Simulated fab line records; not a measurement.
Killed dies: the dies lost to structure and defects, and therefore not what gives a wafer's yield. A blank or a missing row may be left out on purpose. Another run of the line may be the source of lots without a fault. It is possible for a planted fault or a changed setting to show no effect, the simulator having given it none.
Matching of chambers :: flow n5 finfet :: N5_BEOL_M5_ETCH_68 on rie diel-05: 4 sister chambers
The step etches SOC in N2/H2, target depth 80 nm, overetch 16 nm, time 120 s. 20 wafers are shown with their chamber, then 10 later ones without.

## WAFERS WITH THEIR CHAMBER
wafer: L075.1
chamber: 3
drypump motor current A (A): 5.1
showerhead plenum p Torr (Torr): 2.49
throttle valve pct (%): 18.08

wafer: L075.2
chamber: 2
drypump motor current A (A): 6.2
showerhead plenum p Torr (Torr): 2.60
throttle valve pct (%): 17.58

wafer: L075.6
chamber: 3
drypump motor current A (A): 5.1
showerhead plenum p Torr (Torr): 2.49
throttle valve pct (%): 18.10

wafer: L079.1
chamber: 2
drypump motor current A (A): 6.2
showerhead plenum p Torr (Torr): 2.60
throttle valve pct (%): 17.58

wafer: L079.4
chamber: 1
drypump motor current A (A): 5.6
showerhead plenum p Torr (Torr): 2.62
throttle valve pct (%): 17.77

wafer: L079.6
chamber: 0
drypump motor current A (A): 5.2
showerhead plenum p Torr (Torr): 2.44
throttle valve pct (%): 17.25

wafer: L081.1
chamber: 1
drypump motor current A (A): 5.6
showerhead plenum p Torr (Torr): 2.62
throttle valve pct (%): 17.79

wafer: L081.3
chamber: 2
drypump motor current A (A): 6.2
showerhead plenum p Torr (Torr): 2.60
throttle valve pct (%): 17.60

wafer: L081.6
chamber: 0
drypump motor current A (A): 5.2
showerhead plenum p Torr (Torr): 2.44
throttle valve pct (%): 17.27

wafer: L083.1
chamber: 2
drypump motor current A (A): 6.2
showerhead plenum p Torr (Torr): 2.60
throttle valve pct (%): 17.59

wafer: L083.4
chamber: 1
drypump motor current A (A): 5.6
showerhead plenum p Torr (Torr): 2.62
throttle valve pct (%): 17.80

wafer: L083.5
chamber: 3
drypump motor current A (A): 5.1
showerhead plenum p Torr (Torr): 2.48
throttle valve pct (%): 17.73

wafer: L085.1
chamber: 0
drypump motor current A (A): 5.3
showerhead plenum p Torr (Torr): 2.44
throttle valve pct (%): 17.28

wafer: L085.4
chamber: 3
drypump motor current A (A): 5.1
showerhead plenum p Torr (Torr): 2.48
throttle valve pct (%): 17.73

wafer: L085.5
chamber: 1
drypump motor current A (A): 5.6
showerhead plenum p Torr (Torr): 2.62
throttle valve pct (%): 17.78

wafer: L090.4
chamber: 2
drypump motor current A (A): 6.2
showerhead plenum p Torr (Torr): 2.59
throttle valve pct (%): 17.62

wafer: L090.5
chamber: 1
drypump motor current A (A): 5.6
showerhead plenum p Torr (Torr): 2.61
throttle valve pct (%): 17.82

wafer: L090.6
chamber: 2
drypump motor current A (A): 6.2
showerhead plenum p Torr (Torr): 2.59
throttle valve pct (%): 17.63

wafer: L092.4
chamber: 1
drypump motor current A (A): 5.6
showerhead plenum p Torr (Torr): 2.61
throttle valve pct (%): 17.84

wafer: L092.5
chamber: 1
drypump motor current A (A): 5.6
showerhead plenum p Torr (Torr): 2.61
throttle valve pct (%): 17.84

SIGNATURES (means of the wafers above)
reading: drypump motor current A
chamber 0: 5.233
chamber 1: 5.600
chamber 2: 6.200
chamber 3: 5.100
scatter within a chamber: 0.0204

reading: showerhead plenum p Torr
chamber 0: 2.4400
chamber 1: 2.6157
chamber 2: 2.5967
chamber 3: 2.4850
scatter within a chamber: 0.00503

reading: throttle valve pct
chamber 0: 17.2667
chamber 1: 17.8057
chamber 2: 17.6000
chamber 3: 17.9100
scatter within a chamber: 0.0926
Rule: distance of a wafer from a chamber = root of the sum over the readings of ((wafer's reading minus chamber's mean) / reading's scatter) squared. If the next closest chamber is less than 2 further off than the closest, the wafer can't be placed; otherwise it belongs to the closest. The scatter: take each reading less its chamber's mean, square it, sum over the shown wafers, divide by the number of wafers less the number of chambers, and take the root.

## WAFERS WITHOUT THEIR CHAMBER
wafer: L092.6
drypump motor current A (A): 6.2
showerhead plenum p Torr (Torr): 2.59
throttle valve pct (%): 17.63

wafer: L094.1
drypump motor current A (A): 5.6
showerhead plenum p Torr (Torr): 2.61
throttle valve pct (%): 17.81

wafer: L094.2
drypump motor current A (A): 5.2
showerhead plenum p Torr (Torr): 2.43
throttle valve pct (%): 17.31

wafer: L094.3
drypump motor current A (A): 6.2
showerhead plenum p Torr (Torr): 2.59
throttle valve pct (%): 17.61

wafer: L096.1
drypump motor current A (A): 5.1
showerhead plenum p Torr (Torr): 2.48
throttle valve pct (%): 17.76

wafer: L096.5
drypump motor current A (A): 6.2
showerhead plenum p Torr (Torr): 2.59
throttle valve pct (%): 17.63

wafer: L096.6
drypump motor current A (A): 5.1
showerhead plenum p Torr (Torr): 2.47
throttle valve pct (%): 17.75

wafer: L097.1
drypump motor current A (A): 6.2
showerhead plenum p Torr (Torr): 2.58
throttle valve pct (%): 17.65

wafer: L097.3
drypump motor current A (A): 5.1
showerhead plenum p Torr (Torr): 2.47
throttle valve pct (%): 17.78

wafer: L097.5
drypump motor current A (A): 6.2
showerhead plenum p Torr (Torr): 2.58
throttle valve pct (%): 17.66

## WHICH CHAMBER EACH WENT THROUGH
wafer: L092.6
from the rows above: 2
in truth: 2

wafer: L094.1
from the rows above: 1
in truth: 1

wafer: L094.2
from the rows above: 0
in truth: 0

wafer: L094.3
from the rows above: 2
in truth: 2

wafer: L096.1
from the rows above: 3
in truth: 3

wafer: L096.5
from the rows above: 2
in truth: 2

wafer: L096.6
from the rows above: 3
in truth: 3

wafer: L097.1
from the rows above: 2
in truth: 2

wafer: L097.3
from the rows above: 3
in truth: 3

wafer: L097.5
from the rows above: 2
in truth: 2
Correctly placed: 10 of 10. Number that these rows cannot place: 0. Number placed wrongly: 0.
